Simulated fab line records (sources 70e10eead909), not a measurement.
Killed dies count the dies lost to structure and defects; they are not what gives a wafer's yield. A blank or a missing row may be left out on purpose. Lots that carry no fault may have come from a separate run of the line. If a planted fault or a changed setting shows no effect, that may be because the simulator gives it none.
Which tool was responsible?	flow nand-harc	Sampling: 12 lots, 34 wafers, 5 of 1302 route steps

WHAT THE GAUGES READ, wafer by wafer
NHARC_A_SGD_CUT_THK_MEAS_22: measures by ellipsometry.
lot	measured	on	thk-nm (nm)
L427	day 20 04:43	film-metro-01	151.4 147.9 145.0
L428	day 20 04:52	film-metro-01	149.7 147.0 149.9
L429	day 21 08:29	film-metro-01	147.8 147.4 149.8
L433	day 23 11:36	film-metro-01	147.6 145.3 147.7
L430	day 23 14:57	film-metro-02	148.6 148.2 146.3
L436	day 24 05:58	film-metro-01	151.9 149.5 149.1
L435	day 24 06:07	film-metro-01	148.5 149.4 146.9
L437	day 25 04:19	film-metro-01	150.7 148.0
L439	day 25 11:48	film-metro-01	150.2 150.5
L443	day 25 21:01	film-metro-01	147.8 148.4 150.1
L445	day 27 10:33	film-metro-01	146.7 148.2 150.0
L449	day 30 17:13	film-metro-02	150.6 147.0 148.3

NHARC_END_SORT_01.
lot	measured	on	killed-at-array	killed-at-other	killed-at-periphery	killed-dies	killed-open	killed-short
L436	day 29 14:12	prober-01	54 69 128	1 0 0	4 7 3	59 76 131	1 4 3	3 3 1
L437	day 30 18:10	prober-01	49 196	0 0	6 4	55 200	5 3	2 6
L439	day 31 09:00	prober-02	43 158	1 0	2 3	46 161	3 3	1 1

EACH LOT AND THE TOOL THAT RAN IT (in order: tool; ch and the chambers of the sampled wafers; start)
lot	NHARC_A_STAIRCASE_CMP_472	NHARC_A_SGD_CUT_ETCH_58	NHARC_A_SGD_CUT_ETCHBACK_24
L427	cmp-01 ch 0,1,3, day 19 20:57	rie-diel-08 ch 0,2,3, day 19 22:20	rie-diel-08 ch 0,1,3, day 20 04:56
L428	cmp-04 ch 2,3, day 19 21:32	rie-diel-03 ch 1,2, day 19 22:57	rie-diel-08 ch 1,3, day 20 05:11
L429	cmp-01 ch 2,3, day 20 17:35	rie-diel-03 ch 0,1, day 20 18:58	rie-diel-03 ch 0,2,3, day 21 08:44
L433	cmp-01 ch 0,1,3, day 23 04:20	rie-diel-03 ch 2,3, day 23 05:41	rie-diel-03 ch 0,1,2, day 23 11:50
L430	cmp-01 ch 0,1,3, day 23 07:37	rie-diel-03 ch 0,1,2, day 23 09:02	rie-diel-03 ch 0,2,3, day 23 15:12
L436	cmp-02 ch 0,2,3, day 23 22:24	rie-diel-03 ch 1,2,3, day 24 00:02	rie-diel-08 ch 1,2,3, day 24 06:13
L435	cmp-04 ch 0,1,3, day 24 01:00	rie-diel-12 ch 0,1,3, day 24 02:28	rie-diel-03 ch 0,2,3, day 24 06:20
L437	cmp-01 ch 2,3, day 24 21:44	rie-diel-03 ch 1,3, day 24 23:02	rie-diel-08 ch 0, day 25 04:32
L439	cmp-02 ch 0,1, day 25 02:58	rie-diel-03 ch 1, day 25 04:20	rie-diel-08 ch 2,3, day 25 12:03
L443	cmp-04 ch 0,3, day 25 13:42	rie-diel-12 ch 1,2, day 25 15:05	rie-diel-08 ch 0,3, day 25 21:15
L445	cmp-02 ch 0,1, day 27 03:11	rie-diel-08 ch 1,2,3, day 27 04:36	rie-diel-12 ch 1,3, day 27 10:47
L449	cmp-02 ch 1,3, day 30 09:56	rie-diel-03 ch 1,2, day 30 11:20	rie-diel-03 ch 0,2, day 30 17:28
- NHARC_A_STAIRCASE_CMP_472: polishes SiO2.
- NHARC_A_SGD_CUT_ETCH_58: etches the open film in CF4, target depth 39 nm, time 65 s.
- NHARC_A_SGD_CUT_ETCHBACK_24: etches the open film in CH3F/O2, target depth 50 nm, time 92.857 s.

WHAT THE TOOLS THEMSELVES READ (means of the sampled wafers that have a number; where no wafer has one, the mark that the record gives instead)
NHARC_A_STAIRCASE_CMP_472.
lot	tool	motor-current-A (A)	retaining-ring-pressure-frac
L427	cmp-01	12.5	0.996
L428	cmp-04	13.0	0.996
L429	cmp-01	14.1	0.998
L433	cmp-01	12.3	1.005
L430	cmp-01	12.0	0.998
L436	cmp-02	12.2	1.003
L435	cmp-04	12.1	0.998
L437	cmp-01	14.4	1.000
L439	cmp-02	11.3	1.002
L443	cmp-04	11.8	0.999
L445	cmp-02	11.1	1.002
L449	cmp-02	12.5	1.001

NHARC_A_SGD_CUT_ETCH_58.
lot	tool	chamber-pressure-mTorr (mTorr)	drypump-motor-current-A (A)	oes-product-au (a.u.)	rf-vpp-V (V)	showerhead-plenum-p-Torr (Torr)	throttle-valve-pct (%)
L427	rie-diel-08	50.05	5.1	1.002	151.8	1.82	13.293
L428	rie-diel-03	49.99	5.7	1.008	151.4	1.79	13.283
L429	rie-diel-03	49.99	6.1	1.016	150.2	1.74	13.291
L433	rie-diel-03	50.04	5.5	1.007	151.8	1.83	13.279
L430	rie-diel-03	50.03	6.0	0.999	150.8	1.78	13.274
L436	rie-diel-03	50.01	5.5	0.943	151.5	1.79	13.284
L435	rie-diel-12	49.96	6.0	1.001	150.6	1.71	13.288
L437	rie-diel-03	50.01	5.5	0.912	150.7	1.75	13.288
L439	rie-diel-03	50.03	5.8	0.922	150.1	1.75	13.278
L443	rie-diel-12	50.03	5.5	1.002	150.3	1.76	13.284
L445	rie-diel-08	50.01	5.4	1.011	150.9	1.76	13.288
L449	rie-diel-03	49.97	5.7	0.995	151.7	1.79	13.294

NHARC_A_SGD_CUT_ETCHBACK_24.
lot	tool	chamber-pressure-mTorr (mTorr)	drypump-motor-current-A (A)	oes-product-au (a.u.)	rf-vpp-V (V)	showerhead-plenum-p-Torr (Torr)	throttle-valve-pct (%)
L427	rie-diel-08	24.988	5.4	0.93	245.7	2.51	20.658
L428	rie-diel-08	24.982	5.6	1.01	244.6	2.51	20.652
L429	rie-diel-03	25.010	5.9	0.94	244.9	2.47	20.661
L433	rie-diel-03	24.980	6.0	0.93	244.7	2.47	20.663
L430	rie-diel-03	24.996	5.9	0.93	245.0	2.47	20.656
L436	rie-diel-08	25.011	5.3	1.00	243.7	2.44	20.661
L435	rie-diel-03	24.999	5.8	1.00	244.8	2.47	20.666
L437	rie-diel-08	24.992	5.0	0.94	245.2	2.59	20.655
L439	rie-diel-08	24.986	5.2	1.02	244.6	2.50	20.666
L443	rie-diel-08	25.018	5.2	1.01	246.6	2.59	20.673
L445	rie-diel-12	24.995	5.8	1.00	243.0	2.35	20.665
L449	rie-diel-03	25.016	6.3	0.93	243.0	2.45	20.662

THE ANSWER, worked out from the rows above alone
Rule: what is usual is taken from the lots themselves. The widest of any qualifying gaps counts: lots, ordered by their means at a reading, are off when they make up no more than a third of the lots, leave a main group of 4 or more, and stand apart from it by 3 or more times the standard deviation of that group's means. The tables above print the reading to a certain number of digits; a main group whose means all agree to those digits is not used. A lot without any number at a reading at which 4 lots or more have one is off too. All remaining lots with rows at the step are treated as sound. First the gauges in route order, then the tools' own readings, where a lot's mean is used as printed above. At the first step where some lot is off, the reading lying furthest off is the one used; lots without a number count as furthest.
Off: L436, L437, L439, at NHARC_A_SGD_CUT_ETCH_58 (oes-product-au). The main group has a mean of 1.005 a.u. with a standard deviation of 0.0061.
A tool fits if, at that step or a process step before it, it ran every lot that is off, and no sound lot after the first of them. Not one of the candidates tried fits.

WHAT THE SIMULATOR HAD INSERTED
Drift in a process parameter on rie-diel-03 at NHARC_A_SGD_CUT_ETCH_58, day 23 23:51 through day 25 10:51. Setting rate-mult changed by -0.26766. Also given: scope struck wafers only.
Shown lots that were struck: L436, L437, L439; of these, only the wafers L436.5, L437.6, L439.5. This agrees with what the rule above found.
